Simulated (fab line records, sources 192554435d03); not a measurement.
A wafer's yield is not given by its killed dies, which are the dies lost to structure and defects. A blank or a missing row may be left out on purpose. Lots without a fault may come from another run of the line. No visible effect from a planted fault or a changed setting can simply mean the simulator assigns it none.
Chamber matching | flow n5-finfet | N5_MOL_CONTACT_COAG_CMP_28 on cmp-02 has 4 sister chambers
The step polishes, stops on SiNx, t overpolish 0.85 s, target thk 14.522 nm. 8 wafers are shown with their chamber, then 9 later ones without.

## WAFERS PAIRED WITH THEIR CHAMBERS
wafer  | chamber | motor-current-A (A) | platen-rpm (rpm)
L076.4 | 1       | 11.7                | 51.80
L080.6 | 0       | 13.2                | 51.78
L081.2 | 2       | 9.4                 | 51.83
L081.4 | 0       | 13.2                | 51.78
L081.6 | 3       | 10.3                | 51.82
L083.1 | 3       | 10.7                | 51.85
L083.4 | 1       | 11.3                | 51.82
L083.5 | 2       | 8.9                 | 51.79

## WAFERS MISSING THEIR CHAMBER
wafer  | motor-current-A (A) | platen-rpm (rpm)
L087.3 | 13.1                | 51.83
L087.4 | 12.1                | 51.81
L087.6 | 9.2                 | 51.79
L090.1 | 13.1                | 51.83
L090.3 | 9.8                 | 51.81
L090.5 | 11.7                | 51.84
L094.1 | 12.2                | 51.78
L094.4 | 9.5                 | 51.81
L094.6 | 9.7                 | 51.83

## THE CHAMBER EACH PASSED THROUGH
wafer  | from the rows above     | in truth
L087.3 | 0                       | 0
L087.4 | 1                       | 1
L087.6 | 2                       | 2
L090.1 | 0                       | 0
L090.3 | can't be placed: 2 or 3 | 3
L090.5 | 1                       | 1
L094.1 | can't be placed: 1 or 0 | 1
L094.4 | 2                       | 2
L094.6 | can't be placed: 2 or 3 | 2
Correct placement for 6 of the 9. Can't be placed from these rows: 3 (the true chamber is among the candidates in 3). 0 placed wrongly.
How it was worked out, from the rows above alone: a wafer's distance from a chamber is the root of the sum, over the readings, of the square of ((its reading less the chamber's mean) divided by the reading's scatter). If the next closest chamber is less than 2 further off than the closest, the wafer can't be placed; otherwise it belongs to the closest. Each chamber's mean is taken over the wafers shown for it. The scatter: the root of (the sum of the squares of (reading less its chamber's mean) over the shown wafers, divided by (wafers less chambers)).
